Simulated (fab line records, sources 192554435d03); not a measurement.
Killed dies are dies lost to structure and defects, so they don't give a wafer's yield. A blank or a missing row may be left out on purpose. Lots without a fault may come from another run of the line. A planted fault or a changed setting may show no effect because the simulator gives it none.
Chamber matching | flow n5_finfet | N5_BEOL_M7_DESCUM_33 on rie_diel-04: 4 sister chambers
The step chemistry O2, time 7 s. 20 wafers are shown with their chamber, then 10 later ones without.

WAFERS WITH THEIR CHAMBER
wafer  | chamber | showerhead_plenum_p_Torr (Torr) | drypump_motor_current_A (A) | oes_product_au (a.u.)
L079.2 | 3       | 2.10                            | 5.4                         | 0.77
L079.4 | 0       | 2.05                            | 6.3                         | 0.92
L079.6 | 3       | 2.10                            | 5.4                         | 0.78
L080.1 | 0       | 2.05                            | 6.3                         | 0.92
L080.4 | 2       | 2.01                            | 5.6                         | 0.80
L080.5 | 1       | 2.15                            | 5.6                         | 0.68
L078.4 | 3       | 2.10                            | 5.4                         | 0.78
L078.5 | 1       | 2.15                            | 5.6                         | 0.67
L078.6 | 2       | 2.01                            | 5.6                         | 0.79
L082.1 | 3       | 2.10                            | 5.5                         | 0.76
L082.3 | 2       | 2.01                            | 5.6                         | 0.78
L082.5 | 1       | 2.15                            | 5.6                         | 0.66
L085.1 | 2       | 2.01                            | 5.7                         | 0.79
L085.2 | 3       | 2.10                            | 5.4                         | 0.77
L085.3 | 1       | 2.15                            | 5.6                         | 0.66
L085.4 | 0       | 2.05                            | 6.3                         | 0.90
L085.5 | 1       | 2.15                            | 5.6                         | 0.67
L085.6 | 0       | 2.05                            | 6.3                         | 0.91
L086.3 | 2       | 2.01                            | 5.6                         | 0.78
L086.4 | 3       | 2.09                            | 5.5                         | 0.77

SIGNATURES (means of the wafers above)
reading                  | chamber 0 | chamber 1 | chamber 2 | chamber 3 | scatter within a chamber
showerhead_plenum_p_Torr | 2.0500    | 2.1500    | 2.0100    | 2.0983    | 0.00228
drypump_motor_current_A  | 6.300     | 5.600     | 5.620     | 5.433     | 0.0365
oes_product_au           | 0.9125    | 0.6680    | 0.7880    | 0.7717    | 0.00836
Rule: a wafer's distance from a chamber is the root of the sum, over the readings, of the square of ((its reading less the chamber's mean) divided by the reading's scatter). The wafer belongs to the nearest chamber; if the next one is less than 2 further off, it can't be placed. The scatter: the root of (the sum of the squares of (reading less its chamber's mean) over the shown wafers, divided by (wafers less chambers)).

WAFERS WITHOUT THEIR CHAMBER
wafer  | showerhead_plenum_p_Torr (Torr) | drypump_motor_current_A (A) | oes_product_au (a.u.)
L086.5 | 2.15                            | 5.6                         | 0.66
L090.1 | 2.15                            | 5.6                         | 0.66
L090.2 | 2.01                            | 5.6                         | 0.77
L090.6 | 2.01                            | 5.6                         | 0.77
L094.1 | 2.04                            | 6.3                         | 0.87
L094.5 | 2.04                            | 6.3                         | 0.88
L094.6 | 2.09                            | 5.4                         | 0.75
L096.1 | 2.04                            | 6.3                         | 0.87
L096.2 | 2.09                            | 5.4                         | 0.75
L096.3 | 2.00                            | 5.6                         | 0.76

WHICH CHAMBER EACH WENT THROUGH
wafer  | from the rows above | in truth
L086.5 | 1                   | 1
L090.1 | 1                   | 1
L090.2 | 2                   | 2
L090.6 | 2                   | 2
L094.1 | 0                   | 0
L094.5 | 0                   | 0
L094.6 | 3                   | 3
L096.1 | 0                   | 0
L096.2 | 3                   | 3
L096.3 | 2                   | 2
Placed correctly: 10 of 10. Can't be placed from these rows: 0. Placed wrongly: 0.
